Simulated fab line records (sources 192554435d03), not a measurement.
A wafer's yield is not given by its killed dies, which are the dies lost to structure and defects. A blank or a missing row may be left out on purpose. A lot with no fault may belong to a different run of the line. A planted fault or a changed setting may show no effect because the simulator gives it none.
fab line records	flow n5Finfet
record: lots: 6	wafers: 18	lastDay: 21
route steps=1938 shown WELL_APT@24 BEOL_M4@1111 PASSIVATION@1936
lots that met no fault: taken from a fault-free run of the same line
startH: start of the lot's first displayed wafer, in hours after the record's first day	waitH: hours from the lot's prior step to this one	" identical to the entry in the row above	L1.1+2: a single row standing in for several wafers	- either no value or no given start	* or withheld: withheld	< > ~ a bound
route shown NAME@n: names a module that has steps shown in the file, with the first one's number in the route	usual: mean/standard deviation taken from wafers without a fault	same: alike in all rows	chamber/n: place in a boat	sites: readings site by site	_std_site: the standard deviation of these	_edge_site: the outer-site mean with the inner-site mean subtracted	radiusMm: how far each site lies from the wafer's centre	mask NAME#n: copy n	behind: tool/chamber where the wafer was last shaped	hold: cause of the lot's hold/its duration in hours/its outcome	device: whichever transistor did not switch (one of n, p or np)	end of line: tests of these same wafers at the route's end	for a step that has no rows: nothing shown but its recipe	killed: not the wafer's yield, but the dies lost to structure and defects at the first sort	map: shows each die of a wafer: x if killed, . if not, _ if none is there
set.NAME: setting as actually run; set.NAME@STEP: the setting as run at that earlier step	model.NAME: the simulator's own value behind a step, which no gauge read
lots at selected steps of the route; one table per step, one row per wafer
services: a tool's chamber out of use, with start hour (startH, from the record's first day; less than 0 if before it), hours out, and reason
== steps ==
step: N5_WELL_APT_EXPOSE_05
recipe: maskId: NWELL	na: 0.8	sourceShape: conventional	sigmaOuter: 0.8	polarization: unpolarized	defocusNm: 0	targetCdNm: 200	doseMj: 20.3
step: N5_WELL_APT_PEB_06
recipe: pebTempC: 130	pebTimeS: 90
step: N5_WELL_APT_DEVELOP_07
recipe: developTimeS: 45	rinseLiquid: surfactantRinse	dry: airSpin	devTempC: 21
step: N5_WELL_APT_HARDBAKE_12
recipe: tempC: 130	timeS: 120
step: N5_WELL_APT_CD_MEAS_08
recipe: targetCdNm: 200	landingEnergyEv: 500	detector: seInlens
usual: cdNm: 199.9/2.3
lot.wafer	tool	chamber	startH	waitH	cdNm
L780.1	cdSem-03	0	13.70	-	202.6
L780.2	"	0	"	"	198.7
L780.5	"	0	"	"	201.7
L791.4	cdSem-02	0	79.69	-	199.9
L791.5	"	0	"	"	199.8
L791.6	"	0	"	"	200.5
L792.1	cdSem-01	0	85.87	-	199.8
L792.2	"	0	"	"	197.4
L792.6	"	0	"	"	201.5
L796.1	cdSem-02	0	109.79	-	201.3
L796.3	"	0	"	"	199.4
L796.6	"	0	"	"	200.1
L800.1	cdSem-02	0	138.10	-	204.2
L800.5	"	0	"	"	200.5
L800.6	"	0	"	"	201.1
L801.1	cdSem-01	0	139.69	-	195.6
L801.4	"	0	"	"	199.9
L801.6	"	0	"	"	199.5
step: N5_WELL_APT_OVL_MEAS_09
recipe: pointsPerWafer: 44
usual: NWELL_OVL: 2/6
lot.wafer	tool	chamber	startH	waitH	NWELL_OVL[nm]
L780.1	overlay-01	0	13.73	0.0	6
L780.2	"	0	"	"	11
L780.5	"	0	"	"	5
L791.4	overlay-01	0	79.72	0.0	-6
L791.5	"	0	"	"	-10
L791.6	"	0	"	"	-4
L792.1	overlay-01	0	85.90	0.0	9
L792.2	"	0	"	"	6
L792.6	"	0	"	"	7
L796.1	overlay-01	0	109.82	0.0	-4
L796.3	"	0	"	"	-5
L796.6	"	0	"	"	-5
L800.1	overlay-01	0	138.13	0.0	2
L800.5	"	0	"	"	0
L800.6	"	0	"	"	4
L801.1	overlay-01	0	139.74	0.0	9
L801.4	"	0	"	"	4
L801.6	"	0	"	"	2
step: N5_WELL_APT_INSPECT_10
recipe: mode: adi	inspectInstrument: macro
usual: rawDefectCount: 2.0/1.4
lot.wafer	tool	chamber	startH	waitH	rawDefectCount
L780.1	defectInspect-01	-	13.75	0.0	0
L780.2	"	-	"	"	2
L780.5	"	-	"	"	5
L791.4	defectInspect-01	-	79.74	0.0	2
L791.5	"	-	"	"	2
L791.6	"	-	"	"	1
L792.1	defectInspect-02	-	85.93	0.0	0
L792.2	"	-	"	"	3
L792.6	"	-	"	"	3
L796.1	defectInspect-01	-	109.84	0.0	1
L796.3	"	-	"	"	1
L796.6	"	-	"	"	3
L800.1	defectInspect-01	-	138.15	0.0	1
L800.5	"	-	"	"	0
L800.6	"	-	"	"	3
L801.1	defectInspect-01	-	139.76	0.0	2
L801.4	"	-	"	"	5
L801.6	"	-	"	"	2
step: N5_WELL_APT_DESCUM_13
recipe: chemistry: O2	timeS: 7.9	sourcePowerW: 50	biasPowerW: 20	pressureMtorr: 20	rfFrequencyHz: 2.712e+07	tempC: 40	o2FlowSccm: 225
usual: drypumpMotorCurrentA: 5.7/0.58	oesProductAu: 0.78/0.086	rfVppV: 243.4/1.3	showerheadPlenumPTorr: 2.10/0.055	throttleValvePct: 20.20/0.22
lot.wafer	tool	chamber	startH	waitH	drypumpMotorCurrentA	oesProductAu	rfHoursCounterH	rfVppV	showerheadPlenumPTorr	throttleValvePct
L780.1	rieDiel-01	1	13.79	0.0	5.0	0.77	111	243.7	2.21	20.34
L780.2	"	2	"	"	5.2	0.72	181	242.5	2.01	20.28
L780.5	"	3	"	"	5.6	0.94	-	242.3	2.06	19.95
L791.4	rieDiel-04	2	79.78	0.0	4.9	0.77	114	242.3	2.09	19.87
L791.5	"	0	"	"	5.7	0.69	-	243.4	2.07	20.24
L791.6	"	3	"	"	6.5	0.74	-	244.8	2.18	20.26
L792.1	rieDiel-04	1	85.97	0.0	6.3	0.95	8	244.3	2.12	20.24
L792.2	"	3	"	"	6.5	0.74	183	243.2	2.18	20.24
L792.6	"	0	"	"	5.7	0.70	-	241.9	2.07	20.23
L796.1	rieDiel-04	1	110.07	0.2	6.4	0.94	13	244.5	2.12	20.25
L796.3	"	2	"	"	4.9	0.76	121	243.0	2.08	19.86
L796.6	"	2	"	"	4.9	0.76	-	243.9	2.08	19.84
L800.1	rieDiel-01	0	138.22	0.1	5.5	0.73	180	244.0	2.10	20.51
L800.5	"	1	"	"	5.0	0.75	-	245.5	2.19	20.38
L800.6	"	0	"	"	5.5	0.73	-	242.3	2.10	20.52
L801.1	rieDiel-04	0	139.79	0.0	5.7	0.68	215	243.0	2.07	20.23
L801.4	"	1	"	"	6.3	0.90	22	243.5	2.11	20.24
L801.6	"	0	"	"	5.8	0.68	-	243.2	2.07	20.24
step: N5_WELL_APT_IMPLANT_14
recipe: species: P	energyKev: 160	doseCm2: 1.5e+13	tiltDeg: 0	rotationDeg: 0
step: N5_WELL_APT_IMPLANT_15
recipe: species: As	energyKev: 25	doseCm2: 1.5e+13	tiltDeg: 0	rotationDeg: 0
step: N5_WELL_APT_STRIP_16
recipe: chemistry: SPM	timeS: 900	tempC: 130	h2so4H2o2VolRatio: 4	dry: ipaMarangoni
step: N5_WELL_APT_HMDS_18
recipe: timeS: 60	tempC: 120
step: N5_WELL_APT_COAT_19
recipe: spinRpm: 1357	resistThkNm: 950
usual: chillPlateTempC: 23.01/0.1	dispensePressureKPa: 51.2/2
lot.wafer	tool	chamber	startH	waitH	chillPlateTempC	dispensePressureKPa
L780.1	lithoTrack-04	0	14.63	-	23.22	49.6
L780.2	"	0	"	"	23.03	49.6
L780.5	"	0	"	"	23.03	49.6
L791.4	lithoTrack-02	-	80.57	-	-	-
L791.5	"	-	"	"	-	-
L791.6	"	-	"	"	-	-
L792.1	lithoTrack-02	-	86.73	-	-	-
L792.2	"	-	"	"	-	-
L792.6	"	-	"	"	-	-
L796.1	lithoTrack-02	0	110.85	-	22.95	50.9
L796.3	"	0	"	"	23.03	50.9
L796.6	"	0	"	"	23.06	50.9
L800.1	lithoTrack-04	0	138.98	-	23.10	49.5
L800.5	"	0	"	"	22.90	49.6
L800.6	"	0	"	"	22.91	49.6
L801.1	lithoTrack-04	0	140.56	-	22.92	49.6
L801.4	"	0	"	"	22.91	49.6
L801.6	"	0	"	"	22.96	49.6
step: N5_WELL_APT_EBR_21
recipe: solvent: PGMEA	ebrWidthMm: 1.5
step: N5_WELL_APT_SOFTBAKE_20
recipe: tempC: 130	timeS: 60
step: N5_WELL_APT_EXPOSE_22
recipe: maskId: PWELL	na: 0.8	sourceShape: conventional	sigmaOuter: 0.8	polarization: unpolarized	defocusNm: 0	targetCdNm: 200	doseMj: 23.2
step: N5_WELL_APT_PEB_23
recipe: pebTempC: 130	pebTimeS: 90
step: N5_WELL_APT_DEVELOP_24
recipe: developTimeS: 45	rinseLiquid: surfactantRinse	dry: airSpin	devTempC: 21
step: N5_WELL_APT_HARDBAKE_29
recipe: tempC: 130	timeS: 120
step: N5_WELL_APT_CD_MEAS_25
recipe: targetCdNm: 200	landingEnergyEv: 500	detector: seInlens
usual: cdNm: 196.2/1.9
lot.wafer	tool	chamber	startH	waitH	cdNm
L780.1	cdSem-02	0	14.90	-	199.5
L780.2	"	0	"	"	194.7
L780.5	"	0	"	"	196.6
L791.4	cdSem-01	0	80.96	-	-
L791.5	"	0	"	"	-
L791.6	"	0	"	"	-
L792.1	cdSem-01	0	87.13	-	-
L792.2	"	0	"	"	-
L792.6	"	0	"	"	-
L796.1	cdSem-02	0	111.11	-	199.5
L796.3	"	0	"	"	196.2
L796.6	"	0	"	"	196.0
L800.1	cdSem-02	0	139.25	-	197.4
L800.5	"	0	"	"	197.7
L800.6	"	0	"	"	198.4
L801.1	cdSem-03	0	140.83	-	194.5
L801.4	"	0	"	"	193.6
L801.6	"	0	"	"	195.6
step: N5_WELL_APT_OVL_MEAS_26
recipe: pointsPerWafer: 44
usual: PWELL_OVL: -2/4.5
lot.wafer	tool	chamber	startH	waitH	PWELL_OVL[nm]
L780.1	overlay-01	0	14.93	0.0	1
L780.2	"	0	"	"	-16
L780.5	"	0	"	"	-5
L791.4	overlay-01	0	80.99	0.0	-
L791.5	"	0	"	"	-
L791.6	"	0	"	"	-
L792.1	overlay-01	0	87.16	0.0	-
L792.2	"	0	"	"	-
L792.6	"	0	"	"	-
L796.1	overlay-02	0	111.14	0.0	-9
L796.3	"	0	"	"	-4
L796.6	"	0	"	"	-10
L800.1	overlay-01	0	139.28	0.0	5
L800.5	"	0	"	"	-4
L800.6	"	0	"	"	-3
L801.1	overlay-01	0	140.86	0.0	-13
L801.4	"	0	"	"	-11
L801.6	"	0	"	"	-11
step: N5_BEOL_M4_RC_MEAS_101
usual: DIBL_N: 37.1/2.6	DIBL_P: 38/3	IOFF_N: 0.18/0.052	IOFF_P: 0.25/0.06	ION_N: 678/15	ION_P: 467/8.6	SS_N: 71.7/0.73	SS_P: 73.7/0.89	VT_N: 249/4.3	VT_P: -248/3.8
lot.wafer	tool	chamber	startH	waitH	DIBL_N[mV/V]	DIBL_P[mV/V]	IOFF_N[nA/um]	IOFF_P[nA/um]	ION_N[uA/um]	ION_P[uA/um]	SS_N[mV/dec]	SS_P[mV/dec]	VT_N[mV]	VT_P[mV]
L780.1	prober-01	0	230.79	0.0	35.2	37	0.16	0.23	667	465	71.4	73.5	252	-246
L780.2	"	0	"	"	37.3	42	0.21	0.33	678	471	72.4	74.3	246	-243
L780.5	"	0	"	"	37.4	38	0.22	0.24	671	457	73.1	73.1	249	-246
L796.1	prober-01	0	342.43	0.0	41.6	44	0.31	0.41	703	482	73.3	74.6	241	-237
L796.3	"	0	"	"	40.9	43	0.27	0.40	697	481	73.0	75.1	242	-242
L796.6	"	0	"	"	41.4	44	0.28	0.44	696	476	72.5	75.9	242	-240
L800.1	prober-02	0	351.06	0.0	35.2	36	0.15	0.22	664	460	71.5	73.6	251	-249
L800.5	"	0	"	"	37.9	38	0.18	0.24	676	461	72.1	74.6	249	-249
L800.6	"	0	"	"	35.4	36	0.13	0.20	662	461	71.8	72.6	251	-253
L801.1	prober-01	0	402.57	0.0	39.9	41	0.24	0.31	703	485	71.7	75.0	244	-243
L801.4	"	0	"	"	39.5	41	0.23	0.29	687	474	72.1	74.5	246	-246
L801.6	"	0	"	"	39.4	39	0.21	0.24	687	469	71.5	74.3	248	-248
step: N5_PASSIVATION_PROBE_49
usual: defectLimitedYield: 91.4/1.4	killed_at_M0_to_M3: 34/9.1	killed_at_M4_up: 14/5.2	killedAtContacts: 12/6.4	killedAtFrontEnd: 38/11	killedAtOther: 3.7/2.8	killedDies: 102/17	killedOnRim: 14/3.9	killedOpen: 68/13	killedShort: 32/7.8	sort_bin_4_leakage: 0.05/0.3	sort_bin_5_function: 5.1/1	sort_bin_6_memory: 3.2/0.66	sortNPass: 1076/19	sortYieldPct: 91.2/1.6
same: grossDies: 1180	killedAtBackSide: 0	sort_bin_8_speed[%]: 0
lot.wafer	tool	chamber	startH	waitH	defectLimitedYield[%]	killed_at_M0_to_M3	killed_at_M4_up	killedAtContacts	killedAtFrontEnd	killedAtOther	killedDies	killedOnRim	killedOpen	killedShort	sort_bin_4_leakage[%]	sort_bin_5_function[%]	sort_bin_6_memory[%]	sortNPass	sortYieldPct[%]
L780.1	prober-01	-	337.07	0.0	92.9	30	9	11	26	8	84	14	51	32	0	3.5	3.3	1096	92.9
L780.2	prober-01	-	337.12	0.1	90.7	57	8	7	32	6	110	12	75	35	0	5.2	3.7	1070	90.7
L780.5	prober-01	-	337.27	0.2	92.7	32	14	6	33	1	86	10	58	26	0	4.6	2.3	1094	92.7
L791.4	prober-01	-	398.67	0.2	0	17	7	8	1144	4	1180	152	56	17	0	97.7	2.2	0	0
L791.5	prober-01	-	398.72	0.2	0	20	17	14	1129	0	1180	152	55	31	0	97.2	2.5	0	0
L791.6	prober-01	-	398.77	0.3	0	30	15	14	1121	0	1180	152	73	31	0	96.3	3.6	0	0
L792.1	prober-01	-	405.24	0.0	0	39	11	9	1119	2	1180	152	75	34	0	96.0	3.9	0	0
L792.2	prober-01	-	405.29	0.1	0	27	12	9	1132	0	1180	152	48	32	0	96.9	2.7	0	0
L792.6	prober-01	-	405.49	0.3	0	55	9	4	1107	5	1180	152	79	38	0	96.3	3.4	0	0
L796.1	prober-01	-	449.12	0.0	91.4	36	22	15	26	3	102	15	54	47	0.34	5.0	3.3	1074	91.0
L800.1	prober-02	-	456.14	0.0	90.3	36	21	8	45	4	114	10	69	45	0	6.0	3.2	1066	90.3
L800.5	prober-02	-	456.34	0.2	89.7	40	5	21	51	4	121	14	87	34	0	6.5	3.4	1059	89.7
L800.6	prober-02	-	456.39	0.3	91.9	35	10	11	38	2	96	12	61	33	0	4.4	3.5	1084	91.9
killed by level:class
L780.1 BEOL_M3:geometricParticle:open=12 MOL_CONTACT_COAG:geometricParticle:open=8 FIN_SAQP:geometricParticle:short=5 DUMMY_GATE:geometricParticle:open=5 BEOL_M4:geometricParticle:short=5 MIM_TOP_ETCH:geometricParticle:open=5 BEOL_M0_SAQP:geometricParticle:open=4 GATE_CUT:geometricParticle:short=4
L780.2 BEOL_M3:geometricParticle:open=15 BEOL_M2:geometricParticle:open=9 DUMMY_GATE:geometricParticle:open=7 BEOL_M0_SAQP:geometricParticle:open=7 BEOL_M0_SAQP:geometricParticle:short=7 BEOL_M1:geometricParticle:open=6 MOL_CONTACT_COAG:geometricParticle:open=5 BEOL_M3:geometricParticle:short=5
L780.5 BEOL_M2:geometricParticle:open=11 BEOL_M3:geometricParticle:open=11 STI_FIN_REVEAL:geometricParticle:open=6 FIN_SAQP:geometricParticle:short=5 DUMMY_GATE:geometricParticle:open=5 BEOL_M0_SAQP:geometricParticle:short=5 BEOL_M4:geometricParticle:open=5 FIN_SAQP:geometricParticle:open=4
L791.4 WELL_APT:areaExpose=1106 FIN_SAQP:geometricParticle:open=12 STI_FIN_REVEAL:geometricParticle:open=11 FIN_SAQP:geometricParticle:short=7 MOL_CONTACT_COAG:geometricParticle:open=7 BEOL_M2:geometricParticle:open=4 BEOL_M3:geometricParticle:open=4 BEOL_M5:geometricParticle:open=3
L791.5 WELL_APT:areaExpose=1094 FIN_SAQP:geometricParticle:open=14 FIN_SAQP:geometricParticle:short=12 MOL_CONTACT_COAG:geometricParticle:open=9 BEOL_M4:geometricParticle:open=7 BEOL_M0_SAQP:geometricParticle:short=6 MOL_CONTACT_COAG:geometricParticle:short=5 BEOL_M3:geometricParticle:open=5
L791.6 WELL_APT:areaExpose=1074 FIN_SAQP:geometricParticle:open=18 MOL_CONTACT_COAG:geometricParticle:open=11 BEOL_M0_SAQP:geometricParticle:open=8 BEOL_M0_SAQP:geometricParticle:short=7 STI_FIN_REVEAL:geometricParticle:open=6 BEOL_M2:geometricParticle:open=6 DUMMY_GATE:geometricParticle:open=6
L792.1 WELL_APT:areaExpose=1069 FIN_SAQP:geometricParticle:open=14 FIN_SAQP:geometricParticle:short=9 MOL_CONTACT_COAG:geometricParticle:open=8 BEOL_M0_SAQP:geometricParticle:open=8 BEOL_M0_SAQP:geometricParticle:short=8 BEOL_M1:geometricParticle:open=8 BEOL_M2:geometricParticle:open=6
L792.2 WELL_APT:areaExpose=1098 FIN_SAQP:geometricParticle:open=8 MOL_CONTACT_COAG:geometricParticle:open=8 BEOL_M2:geometricParticle:short=7 BEOL_M2:geometricParticle:open=6 FIN_SAQP:geometricParticle:short=5 GATE_CUT:geometricParticle:short=5 BEOL_M0_SAQP:geometricParticle:open=5
L792.6 WELL_APT:areaExpose=1062 FIN_SAQP:geometricParticle:open=14 BEOL_M0_SAQP:geometricParticle:open=14 BEOL_M2:geometricParticle:open=12 BEOL_M0_SAQP:geometricParticle:short=8 FIN_SAQP:geometricParticle:short=7 BEOL_M1:geometricParticle:open=7 GATE_CUT:geometricParticle:open=6
L796.1 BEOL_M0_SAQP:geometricParticle:short=10 MOL_CONTACT_COAG:geometricParticle:open=9 BEOL_M0_SAQP:geometricParticle:open=7 MOL_CONTACT_COAG:geometricParticle:short=6 FIN_SAQP:geometricParticle:short=5 BEOL_M4:geometricParticle:short=5 BEOL_M4:geometricParticle:open=5 ILD0:geometricParticle:short=4
L800.1 FIN_SAQP:geometricParticle:short=19 BEOL_M2:geometricParticle:open=16 FIN_SAQP:geometricParticle:open=10 MOL_CONTACT_COAG:geometricParticle:open=7 BEOL_M4:geometricParticle:open=5 BEOL_M0:geometricParticle:open=4 BEOL_M3:geometricParticle:open=4 BEOL_M7:geometricParticle:open=4
L800.5 FIN_SAQP:geometricParticle:open=19 MOL_CONTACT_COAG:geometricParticle:open=17 STI_FIN_REVEAL:geometricParticle:open=12 BEOL_M2:geometricParticle:open=7 BEOL_M3:geometricParticle:open=7 BEOL_M0_SAQP:geometricParticle:short=7 BEOL_M0:geometricParticle:open=7 FIN_SAQP:geometricParticle:short=5
L800.6 BEOL_M2:geometricParticle:open=13 STI_FIN_REVEAL:geometricParticle:open=10 FIN_SAQP:geometricParticle:open=9 FIN_SAQP:geometricParticle:short=7 MOL_CONTACT_COAG:geometricParticle:open=7 STARTING-WAFER:geometricParticle:short=5 BEOL_M0_SAQP:geometricParticle:short=5 MOL_CONTACT_COAG:geometricParticle:short=4
map L791.4 (x killed, . not)
_________________xxxxxxxxxxxx________________
______________xxxxxxxxxxxxxxxxxx_____________
___________xxxxxxxxxxxxxxxxxxxxxxxx__________
__________xxxxxxxxxxxxxxxxxxxxxxxxxx_________
________xxxxxxxxxxxxxxxxxxxxxxxxxxxxxx_______
_______xxxxxxxxxxxxxxxxxxxxxxxxxxxxxxxx______
______xxxxxxxxxxxxxxxxxxxxxxxxxxxxxxxxxx_____
_____xxxxxxxxxxxxxxxxxxxxxxxxxxxxxxxxxxxx____
____xxxxxxxxxxxxxxxxxxxxxxxxxxxxxxxxxxxxxx___
___xxxxxxxxxxxxxxxxxxxxxxxxxxxxxxxxxxxxxxxx__
___xxxxxxxxxxxxxxxxxxxxxxxxxxxxxxxxxxxxxxxx__
__xxxxxxxxxxxxxxxxxxxxxxxxxxxxxxxxxxxxxxxxxx_
__xxxxxxxxxxxxxxxxxxxxxxxxxxxxxxxxxxxxxxxxxx_
_xxxxxxxxxxxxxxxxxxxxxxxxxxxxxxxxxxxxxxxxxxxx
_xxxxxxxxxxxxxxxxxxxxxxxxxxxxxxxxxxxxxxxxxxxx
_xxxxxxxxxxxxxxxxxxxxxxxxxxxxxxxxxxxxxxxxxxxx
_xxxxxxxxxxxxxxxxxxxxxxxxxxxxxxxxxxxxxxxxxxxx
_xxxxxxxxxxxxxxxxxxxxxxxxxxxxxxxxxxxxxxxxxxxx
_xxxxxxxxxxxxxxxxxxxxxxxxxxxxxxxxxxxxxxxxxxxx
_xxxxxxxxxxxxxxxxxxxxxxxxxxxxxxxxxxxxxxxxxxxx
_xxxxxxxxxxxxxxxxxxxxxxxxxxxxxxxxxxxxxxxxxxxx
__xxxxxxxxxxxxxxxxxxxxxxxxxxxxxxxxxxxxxxxxxx_
__xxxxxxxxxxxxxxxxxxxxxxxxxxxxxxxxxxxxxxxxxx_
___xxxxxxxxxxxxxxxxxxxxxxxxxxxxxxxxxxxxxxxx__
___xxxxxxxxxxxxxxxxxxxxxxxxxxxxxxxxxxxxxxxx__
____xxxxxxxxxxxxxxxxxxxxxxxxxxxxxxxxxxxxxx___
_____xxxxxxxxxxxxxxxxxxxxxxxxxxxxxxxxxxxx____
______xxxxxxxxxxxxxxxxxxxxxxxxxxxxxxxxxx_____
_______xxxxxxxxxxxxxxxxxxxxxxxxxxxxxxxx______
________xxxxxxxxxxxxxxxxxxxxxxxxxxxxxx_______
__________xxxxxxxxxxxxxxxxxxxxxxxxxx_________
___________xxxxxxxxxxxxxxxxxxxxxxxx__________
______________xxxxxxxxxxxxxxxxxx_____________
_________________xxxxxxxxxxxx________________
map L792.1 (x killed, . not)
_________________xxxxxxxxxxxx________________
______________xxxxxxxxxxxxxxxxxx_____________
___________xxxxxxxxxxxxxxxxxxxxxxxx__________
__________xxxxxxxxxxxxxxxxxxxxxxxxxx_________
________xxxxxxxxxxxxxxxxxxxxxxxxxxxxxx_______
_______xxxxxxxxxxxxxxxxxxxxxxxxxxxxxxxx______
______xxxxxxxxxxxxxxxxxxxxxxxxxxxxxxxxxx_____
_____xxxxxxxxxxxxxxxxxxxxxxxxxxxxxxxxxxxx____
____xxxxxxxxxxxxxxxxxxxxxxxxxxxxxxxxxxxxxx___
___xxxxxxxxxxxxxxxxxxxxxxxxxxxxxxxxxxxxxxxx__
___xxxxxxxxxxxxxxxxxxxxxxxxxxxxxxxxxxxxxxxx__
__xxxxxxxxxxxxxxxxxxxxxxxxxxxxxxxxxxxxxxxxxx_
__xxxxxxxxxxxxxxxxxxxxxxxxxxxxxxxxxxxxxxxxxx_
_xxxxxxxxxxxxxxxxxxxxxxxxxxxxxxxxxxxxxxxxxxxx
_xxxxxxxxxxxxxxxxxxxxxxxxxxxxxxxxxxxxxxxxxxxx
_xxxxxxxxxxxxxxxxxxxxxxxxxxxxxxxxxxxxxxxxxxxx
_xxxxxxxxxxxxxxxxxxxxxxxxxxxxxxxxxxxxxxxxxxxx
_xxxxxxxxxxxxxxxxxxxxxxxxxxxxxxxxxxxxxxxxxxxx
_xxxxxxxxxxxxxxxxxxxxxxxxxxxxxxxxxxxxxxxxxxxx
_xxxxxxxxxxxxxxxxxxxxxxxxxxxxxxxxxxxxxxxxxxxx
_xxxxxxxxxxxxxxxxxxxxxxxxxxxxxxxxxxxxxxxxxxxx
__xxxxxxxxxxxxxxxxxxxxxxxxxxxxxxxxxxxxxxxxxx_
__xxxxxxxxxxxxxxxxxxxxxxxxxxxxxxxxxxxxxxxxxx_
___xxxxxxxxxxxxxxxxxxxxxxxxxxxxxxxxxxxxxxxx__
___xxxxxxxxxxxxxxxxxxxxxxxxxxxxxxxxxxxxxxxx__
____xxxxxxxxxxxxxxxxxxxxxxxxxxxxxxxxxxxxxx___
_____xxxxxxxxxxxxxxxxxxxxxxxxxxxxxxxxxxxx____
______xxxxxxxxxxxxxxxxxxxxxxxxxxxxxxxxxx_____
_______xxxxxxxxxxxxxxxxxxxxxxxxxxxxxxxx______
________xxxxxxxxxxxxxxxxxxxxxxxxxxxxxx_______
__________xxxxxxxxxxxxxxxxxxxxxxxxxx_________
___________xxxxxxxxxxxxxxxxxxxxxxxx__________
______________xxxxxxxxxxxxxxxxxx_____________
_________________xxxxxxxxxxxx________________
== services ==
tool	chamber	startH	hours	kind
rieDiel-04	-	-10.02	0.1	repair
rieDiel-04	-	-2.11	13.1	repair
lithoTrack-02	-	12.82	-	consumableReplace:filter
rieDiel-04	1	39.67	-	clean
rieDiel-04	1	39.67	-	consumableReplace:focusRing
rieDiel-04	1	39.67	17.4	scheduledDown
rieDiel-04	1	39.67	17.4	ventCycle
lithoTrack-04	-	79.34	-	consumableReplace:filter
rieDiel-01	1	110.94	3.2	repair
rieDiel-01	-	123.84	1.0	repair
rieDiel-04	0	130.04	8.7	repair
== key ==
firstSign: step: N5_WELL_APT_COAT_19	reading: toolRecord	direction: missing
effect: step: N5_WELL_APT_CD_MEAS_25	reading: cdNm	direction: missing
effect: step: N5_WELL_APT_OVL_MEAS_26	reading: PWELL_OVL	direction: missing
effect: step: N5_PASSIVATION_PROBE_49	reading: killedAtFrontEnd	direction: up	sigmas: 95	usual: 38	struck: 1125
moreKillsBornAt: N5_WELL_APT_EXPOSE_22@krfScanner-01: 3274	N5_WELL_APT_EXPOSE_22@krfScanner-02: 3229
metAt N5_WELL_APT_COAT_19
struckWafers L791.4,L791.5,L791.6,L792.1,L792.2,L792.6
laterRowsLeftOut L791.4,L791.5,L791.6,L792.1,L792.2,L792.6
fault: kind: skippedStepWhole	tool: lithoTrack-02	chamber: -	onsetH: 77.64	steps: N5_WELL_APT_COAT_19	scope: struckLotsOnly
laterRowsLeftOut: the simulator's readings of these wafers behind a module that went badly wrong aren't trusted and aren't shown, but for the sort
